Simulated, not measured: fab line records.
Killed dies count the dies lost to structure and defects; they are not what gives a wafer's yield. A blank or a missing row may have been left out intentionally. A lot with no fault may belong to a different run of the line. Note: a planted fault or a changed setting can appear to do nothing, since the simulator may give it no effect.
Which of the tools did it? / flow n5_finfet / Sampling: 24 lots, 72 wafers, 3 of 1938 route steps

WHAT THE GAUGES READ, wafer by wafer
N5_BEOL_M0_CUTY_OVL_MEAS_58.
lot=L074; measured=day 5 21:33; on=overlay-01; M0_ABLK_OVL (nm)=-0.7 -0.1 0.0
lot=L075; measured=day 6 03:11; on=overlay-02; M0_ABLK_OVL (nm)=-0.4 0.6 0.3
lot=L076; measured=day 6 06:04; on=overlay-01; M0_ABLK_OVL (nm)=-0.4 -0.1 -0.5
lot=L077; measured=day 6 08:46; on=overlay-02; M0_ABLK_OVL (nm)=0.1 0.0 0.0
lot=L078; measured=day 6 19:14; on=overlay-01; M0_ABLK_OVL (nm)=-0.2 -0.6 -1.0
lot=L079; measured=day 7 01:14; on=overlay-01; M0_ABLK_OVL (nm)=-0.8 -0.1 -0.7
lot=L080; measured=day 7 07:10; on=overlay-01; M0_ABLK_OVL (nm)=-0.1 -0.3 -0.5
lot=L081; measured=day 7 11:35; on=overlay-02; M0_ABLK_OVL (nm)=-1.3 -1.2 -0.2
lot=L082; measured=day 7 17:20; on=overlay-02; M0_ABLK_OVL (nm)=-1.7 -1.5 -1.4
lot=L083; measured=day 7 23:14; on=overlay-01; M0_ABLK_OVL (nm)=-0.8 -1.1 -0.8
lot=L084; measured=day 8 03:20; on=overlay-01; M0_ABLK_OVL (nm)=0.5 -0.8 -0.5
lot=L085; measured=day 8 13:43; on=overlay-01; M0_ABLK_OVL (nm)=-0.3 -0.4 0.0
lot=L086; measured=day 8 19:47; on=overlay-01; M0_ABLK_OVL (nm)=0.3 0.9 0.1
lot=L087; measured=day 9 02:17; on=overlay-02; M0_ABLK_OVL (nm)=-1.1 -0.1 0.3
lot=L088; measured=day 9 06:24; on=overlay-02; M0_ABLK_OVL (nm)=-0.3 -0.2 -0.4
lot=L089; measured=day 9 19:15; on=overlay-01; M0_ABLK_OVL (nm)=0.2 -0.4 -0.8
lot=L090; measured=day 10 02:06; on=overlay-01; M0_ABLK_OVL (nm)=-0.6 0.1 -0.3
lot=L091; measured=day 10 14:35; on=overlay-01; M0_ABLK_OVL (nm)=0.0 -0.1 -0.3
lot=L092; measured=day 10 19:44; on=overlay-02; M0_ABLK_OVL (nm)=0.2 1.0 0.3
lot=L093; measured=day 11 00:26; on=overlay-02; M0_ABLK_OVL (nm)=-0.7 0.5 -0.5
lot=L094; measured=day 11 02:37; on=overlay-01; M0_ABLK_OVL (nm)=0.3 -0.6 0.2
lot=L095; measured=day 11 05:35; on=overlay-01; M0_ABLK_OVL (nm)=0.8 0.1 -0.3
lot=L096; measured=day 11 13:58; on=overlay-01; M0_ABLK_OVL (nm)=0.9 0.4 1.1
lot=L097; measured=day 11 17:59; on=overlay-02; M0_ABLK_OVL (nm)=0.5 -0.4 0.2

WHICH TOOL RAN EACH LOT (tool, then ch and the chambers of the sampled wafers, then the start)
lot=L074; N5_BEOL_M0_SAQP_RECESS_104=vapor_etch-02 ch 0,1, day 5 18:13; N5_BEOL_M0_SAQP_STRIP_108=rie_diel-03 ch 0,1,2, day 5 18:46
lot=L075; N5_BEOL_M0_SAQP_RECESS_104=vapor_etch-02 ch 0,1, day 5 23:33; N5_BEOL_M0_SAQP_STRIP_108=rie_diel-03 ch 0,1, day 6 00:09
lot=L076; N5_BEOL_M0_SAQP_RECESS_104=vapor_etch-02 ch 0,1, day 6 02:08; N5_BEOL_M0_SAQP_STRIP_108=rie_diel-06 ch 1,2, day 6 02:54
lot=L077; N5_BEOL_M0_SAQP_RECESS_104=vapor_etch-02 ch 0,1, day 6 05:23; N5_BEOL_M0_SAQP_STRIP_108=rie_diel-03 ch 1,2, day 6 05:59
lot=L078; N5_BEOL_M0_SAQP_RECESS_104=vapor_etch-02 ch 0,1, day 6 15:23; N5_BEOL_M0_SAQP_STRIP_108=rie_diel-03 ch 1,2,3, day 6 15:56
lot=L079; N5_BEOL_M0_SAQP_RECESS_104=vapor_etch-02 ch 0,1, day 6 19:47; N5_BEOL_M0_SAQP_STRIP_108=rie_diel-06 ch 0,2, day 6 20:20
lot=L080; N5_BEOL_M0_SAQP_RECESS_104=vapor_etch-02 ch 0,1, day 7 03:44; N5_BEOL_M0_SAQP_STRIP_108=rie_diel-03 ch 0,2, day 7 04:17
lot=L081; N5_BEOL_M0_SAQP_RECESS_104=vapor_etch-01 ch 0,1, day 7 08:08; N5_BEOL_M0_SAQP_STRIP_108=rie_diel-06 ch 2,3, day 7 08:41
lot=L082; N5_BEOL_M0_SAQP_RECESS_104=vapor_etch-01 ch 0,1, day 7 13:01; N5_BEOL_M0_SAQP_STRIP_108=rie_diel-06 ch 1,3, day 7 13:37
lot=L083; N5_BEOL_M0_SAQP_RECESS_104=vapor_etch-02 ch 0,1, day 7 19:44; N5_BEOL_M0_SAQP_STRIP_108=rie_diel-03 ch 2,3, day 7 20:10
lot=L084; N5_BEOL_M0_SAQP_RECESS_104=vapor_etch-02 ch 0,1, day 8 00:05; N5_BEOL_M0_SAQP_STRIP_108=rie_diel-03 ch 0,1,2, day 8 00:39
lot=L085; N5_BEOL_M0_SAQP_RECESS_104=vapor_etch-01 ch 0,1, day 8 10:11; N5_BEOL_M0_SAQP_STRIP_108=rie_diel-03 ch 1,2,3, day 8 10:48
lot=L086; N5_BEOL_M0_SAQP_RECESS_104=vapor_etch-01 ch 0,1, day 8 15:52; N5_BEOL_M0_SAQP_STRIP_108=rie_diel-02 ch 0,1,2, day 8 16:36
lot=L087; N5_BEOL_M0_SAQP_RECESS_104=vapor_etch-02 ch 0, day 8 22:54; N5_BEOL_M0_SAQP_STRIP_108=rie_diel-03 ch 0,2,3, day 8 23:27
lot=L088; N5_BEOL_M0_SAQP_RECESS_104=vapor_etch-02 ch 0,1, day 9 03:01; N5_BEOL_M0_SAQP_STRIP_108=rie_diel-02 ch 1,2,3, day 9 03:34
lot=L089; N5_BEOL_M0_SAQP_RECESS_104=vapor_etch-02 ch 0,1, day 9 15:59; N5_BEOL_M0_SAQP_STRIP_108=rie_diel-03 ch 0,1, day 9 16:32
lot=L090; N5_BEOL_M0_SAQP_RECESS_104=vapor_etch-02 ch 1, day 9 21:05; N5_BEOL_M0_SAQP_STRIP_108=rie_diel-02 ch 0,2,3, day 9 21:38
lot=L091; N5_BEOL_M0_SAQP_RECESS_104=vapor_etch-02 ch 0, day 10 11:18; N5_BEOL_M0_SAQP_STRIP_108=rie_diel-02 ch 0,2,3, day 10 11:51
lot=L092; N5_BEOL_M0_SAQP_RECESS_104=vapor_etch-01 ch 0,1, day 10 15:58; N5_BEOL_M0_SAQP_STRIP_108=rie_diel-06 ch 1,2, day 10 16:43
lot=L093; N5_BEOL_M0_SAQP_RECESS_104=vapor_etch-01 ch 0,1, day 10 20:16; N5_BEOL_M0_SAQP_STRIP_108=rie_diel-06 ch 1,2,3, day 10 20:42
lot=L094; N5_BEOL_M0_SAQP_RECESS_104=vapor_etch-01 ch 0,1, day 10 23:14; N5_BEOL_M0_SAQP_STRIP_108=rie_diel-06 ch 0,1,2, day 10 23:47
lot=L095; N5_BEOL_M0_SAQP_RECESS_104=vapor_etch-01 ch 0,1, day 11 02:19; N5_BEOL_M0_SAQP_STRIP_108=rie_diel-06 ch 1,2, day 11 02:49
lot=L096; N5_BEOL_M0_SAQP_RECESS_104=vapor_etch-01 ch 0,1, day 11 10:15; N5_BEOL_M0_SAQP_STRIP_108=rie_diel-06 ch 0,1,2, day 11 10:48
lot=L097; N5_BEOL_M0_SAQP_RECESS_104=vapor_etch-01 ch 0,1, day 11 13:38; N5_BEOL_M0_SAQP_STRIP_108=rie_diel-03 ch 0,2, day 11 14:11
- N5_BEOL_M0_SAQP_RECESS_104: chemistry HF/NH3, target SiO2, target depth 18 nm, afs cycles 3, sublimation time 60 s.
- N5_BEOL_M0_SAQP_STRIP_108: strips in N2/H2.

WHAT THE TOOLS THEMSELVES READ (means of the sampled wafers that have a number; where no wafer has one, the mark that the record gives instead)
N5_BEOL_M0_SAQP_RECESS_104.
lot=L074; tool=vapor_etch-02; drypump_motor_current_A (A)=5.2; sublimation_temp_c (C)=179.98
lot=L075; tool=vapor_etch-02; drypump_motor_current_A (A)=5.2; sublimation_temp_c (C)=179.95
lot=L076; tool=vapor_etch-02; drypump_motor_current_A (A)=5.2; sublimation_temp_c (C)=180.03
lot=L077; tool=vapor_etch-02; drypump_motor_current_A (A)=5.2; sublimation_temp_c (C)=179.95
lot=L078; tool=vapor_etch-02; drypump_motor_current_A (A)=5.1; sublimation_temp_c (C)=180.06
lot=L079; tool=vapor_etch-02; drypump_motor_current_A (A)=5.2; sublimation_temp_c (C)=179.91
lot=L080; tool=vapor_etch-02; drypump_motor_current_A (A)=5.2; sublimation_temp_c (C)=179.93
lot=L081; tool=vapor_etch-01; drypump_motor_current_A (A)=6.1; sublimation_temp_c (C)=180.01
lot=L082; tool=vapor_etch-01; drypump_motor_current_A (A)=6.1; sublimation_temp_c (C)=179.82
lot=L083; tool=vapor_etch-02; drypump_motor_current_A (A)=5.1; sublimation_temp_c (C)=179.93
lot=L084; tool=vapor_etch-02; drypump_motor_current_A (A)=5.2; sublimation_temp_c (C)=180.00
lot=L085; tool=vapor_etch-01; drypump_motor_current_A (A)=5.7; sublimation_temp_c (C)=179.90
lot=L086; tool=vapor_etch-01; drypump_motor_current_A (A)=6.1; sublimation_temp_c (C)=180.20
lot=L087; tool=vapor_etch-02; drypump_motor_current_A (A)=4.9; sublimation_temp_c (C)=180.04
lot=L088; tool=vapor_etch-02; drypump_motor_current_A (A)=5.1; sublimation_temp_c (C)=179.91
lot=L089; tool=vapor_etch-02; drypump_motor_current_A (A)=5.2; sublimation_temp_c (C)=179.97
lot=L090; tool=vapor_etch-02; drypump_motor_current_A (A)=5.4; sublimation_temp_c (C)=179.82
lot=L091; tool=vapor_etch-02; drypump_motor_current_A (A)=4.9; sublimation_temp_c (C)=179.92
lot=L092; tool=vapor_etch-01; drypump_motor_current_A (A)=5.7; sublimation_temp_c (C)=180.23
lot=L093; tool=vapor_etch-01; drypump_motor_current_A (A)=6.1; sublimation_temp_c (C)=180.15
lot=L094; tool=vapor_etch-01; drypump_motor_current_A (A)=6.2; sublimation_temp_c (C)=179.92
lot=L095; tool=vapor_etch-01; drypump_motor_current_A (A)=6.1; sublimation_temp_c (C)=179.94
lot=L096; tool=vapor_etch-01; drypump_motor_current_A (A)=5.7; sublimation_temp_c (C)=179.94
lot=L097; tool=vapor_etch-01; drypump_motor_current_A (A)=5.7; sublimation_temp_c (C)=179.99

N5_BEOL_M0_SAQP_STRIP_108.
lot=L074; tool=rie_diel-03; drypump_motor_current_A (A)=5.4; h2_flow_sccm (sccm)=300.8; oes_product_au (a.u.)=0.78; rf_vpp_V (V)=122.6; showerhead_plenum_p_Torr (Torr)=3.32; throttle_valve_pct (%)=19.0
lot=L075; tool=rie_diel-03; drypump_motor_current_A (A)=5.6; h2_flow_sccm (sccm)=299.8; oes_product_au (a.u.)=0.78; rf_vpp_V (V)=122.4; showerhead_plenum_p_Torr (Torr)=3.40; throttle_valve_pct (%)=19.1
lot=L076; tool=rie_diel-06; drypump_motor_current_A (A)=5.9; h2_flow_sccm (sccm)=300.2; oes_product_au (a.u.)=0.73; rf_vpp_V (V)=121.4; showerhead_plenum_p_Torr (Torr)=3.39; throttle_valve_pct (%)=19.1
lot=L077; tool=rie_diel-03; drypump_motor_current_A (A)=5.8; h2_flow_sccm (sccm)=300.7; oes_product_au (a.u.)=0.73; rf_vpp_V (V)=121.5; showerhead_plenum_p_Torr (Torr)=3.37; throttle_valve_pct (%)=19.4
lot=L078; tool=rie_diel-03; drypump_motor_current_A (A)=5.6; h2_flow_sccm (sccm)=300.1; oes_product_au (a.u.)=0.81; rf_vpp_V (V)=122.7; showerhead_plenum_p_Torr (Torr)=3.41; throttle_valve_pct (%)=19.0
lot=L079; tool=rie_diel-06; drypump_motor_current_A (A)=6.0; h2_flow_sccm (sccm)=300.7; oes_product_au (a.u.)=0.83; rf_vpp_V (V)=121.0; showerhead_plenum_p_Torr (Torr)=3.25; throttle_valve_pct (%)=18.6
lot=L080; tool=rie_diel-03; drypump_motor_current_A (A)=4.9; h2_flow_sccm (sccm)=299.4; oes_product_au (a.u.)=0.81; rf_vpp_V (V)=120.7; showerhead_plenum_p_Torr (Torr)=3.25; throttle_valve_pct (%)=18.7
lot=L081; tool=rie_diel-06; drypump_motor_current_A (A)=5.8; h2_flow_sccm (sccm)=298.7; oes_product_au (a.u.)=0.71; rf_vpp_V (V)=121.8; showerhead_plenum_p_Torr (Torr)=3.31; throttle_valve_pct (%)=18.9
lot=L082; tool=rie_diel-06; drypump_motor_current_A (A)=5.5; h2_flow_sccm (sccm)=299.7; oes_product_au (a.u.)=0.70; rf_vpp_V (V)=121.9; showerhead_plenum_p_Torr (Torr)=3.39; throttle_valve_pct (%)=19.1
lot=L083; tool=rie_diel-03; drypump_motor_current_A (A)=5.5; h2_flow_sccm (sccm)=299.6; oes_product_au (a.u.)=0.87; rf_vpp_V (V)=122.0; showerhead_plenum_p_Torr (Torr)=3.45; throttle_valve_pct (%)=18.7
lot=L084; tool=rie_diel-03; drypump_motor_current_A (A)=5.4; h2_flow_sccm (sccm)=299.7; oes_product_au (a.u.)=0.76; rf_vpp_V (V)=121.2; showerhead_plenum_p_Torr (Torr)=3.31; throttle_valve_pct (%)=19.0
lot=L085; tool=rie_diel-03; drypump_motor_current_A (A)=5.6; h2_flow_sccm (sccm)=299.9; oes_product_au (a.u.)=0.78; rf_vpp_V (V)=121.9; showerhead_plenum_p_Torr (Torr)=3.41; throttle_valve_pct (%)=19.0
lot=L086; tool=rie_diel-02; drypump_motor_current_A (A)=6.0; h2_flow_sccm (sccm)=300.2; oes_product_au (a.u.)=0.85; rf_vpp_V (V)=123.0; showerhead_plenum_p_Torr (Torr)=3.40; throttle_valve_pct (%)=18.8
lot=L087; tool=rie_diel-03; drypump_motor_current_A (A)=5.2; h2_flow_sccm (sccm)=301.2; oes_product_au (a.u.)=0.82; rf_vpp_V (V)=121.8; showerhead_plenum_p_Torr (Torr)=3.35; throttle_valve_pct (%)=18.7
lot=L088; tool=rie_diel-02; drypump_motor_current_A (A)=6.1; h2_flow_sccm (sccm)=300.3; oes_product_au (a.u.)=0.81; rf_vpp_V (V)=122.2; showerhead_plenum_p_Torr (Torr)=3.38; throttle_valve_pct (%)=19.0
lot=L089; tool=rie_diel-03; drypump_motor_current_A (A)=5.6; h2_flow_sccm (sccm)=300.7; oes_product_au (a.u.)=0.76; rf_vpp_V (V)=121.8; showerhead_plenum_p_Torr (Torr)=3.39; throttle_valve_pct (%)=19.2
lot=L090; tool=rie_diel-02; drypump_motor_current_A (A)=5.8; h2_flow_sccm (sccm)=299.5; oes_product_au (a.u.)=0.80; rf_vpp_V (V)=121.0; showerhead_plenum_p_Torr (Torr)=3.34; throttle_valve_pct (%)=18.8
lot=L091; tool=rie_diel-02; drypump_motor_current_A (A)=5.8; h2_flow_sccm (sccm)=299.9; oes_product_au (a.u.)=0.80; rf_vpp_V (V)=122.2; showerhead_plenum_p_Torr (Torr)=3.34; throttle_valve_pct (%)=18.9
lot=L092; tool=rie_diel-06; drypump_motor_current_A (A)=5.9; h2_flow_sccm (sccm)=299.6; oes_product_au (a.u.)=0.71; rf_vpp_V (V)=121.6; showerhead_plenum_p_Torr (Torr)=3.38; throttle_valve_pct (%)=19.1
lot=L093; tool=rie_diel-06; drypump_motor_current_A (A)=5.8; h2_flow_sccm (sccm)=299.9; oes_product_au (a.u.)=0.70; rf_vpp_V (V)=121.7; showerhead_plenum_p_Torr (Torr)=3.33; throttle_valve_pct (%)=19.0
lot=L094; tool=rie_diel-06; drypump_motor_current_A (A)=5.8; h2_flow_sccm (sccm)=299.1; oes_product_au (a.u.)=0.78; rf_vpp_V (V)=122.1; showerhead_plenum_p_Torr (Torr)=3.32; throttle_valve_pct (%)=18.9
lot=L095; tool=rie_diel-06; drypump_motor_current_A (A)=6.1; h2_flow_sccm (sccm)=300.4; oes_product_au (a.u.)=0.73; rf_vpp_V (V)=120.9; showerhead_plenum_p_Torr (Torr)=3.29; throttle_valve_pct (%)=18.9
lot=L096; tool=rie_diel-06; drypump_motor_current_A (A)=5.8; h2_flow_sccm (sccm)=299.7; oes_product_au (a.u.)=0.77; rf_vpp_V (V)=121.6; showerhead_plenum_p_Torr (Torr)=3.31; throttle_valve_pct (%)=18.9
lot=L097; tool=rie_diel-03; drypump_motor_current_A (A)=5.1; h2_flow_sccm (sccm)=300.6; oes_product_au (a.u.)=0.92; rf_vpp_V (V)=122.1; showerhead_plenum_p_Torr (Torr)=3.47; throttle_valve_pct (%)=18.7

THE ANSWER, worked out from the rows above alone
Rule: what is usual is taken from the lots themselves. The widest of any qualifying gaps counts: lots, ordered by their means at a reading, are off when they make up no more than a third of the lots, leave a main group of 4 or more, and stand apart from it by 3 or more times the standard deviation of that group's means. A main group whose means are all the same, to the digits that the tables above print for the reading, isn't used. Also off: a lot with no number at a reading for which 4 or more lots have one. All remaining lots with rows at the step are treated as sound. Order of review: gauges by route order, followed by the tools' own readings, for which a lot's mean as printed above is used. At the first step where some lot is off, the reading lying furthest off is the one used; lots without a number count as furthest.
No lot is off on any of the readings shown, so nothing can be concluded from this.

WHAT THE SIMULATOR HAD INSERTED
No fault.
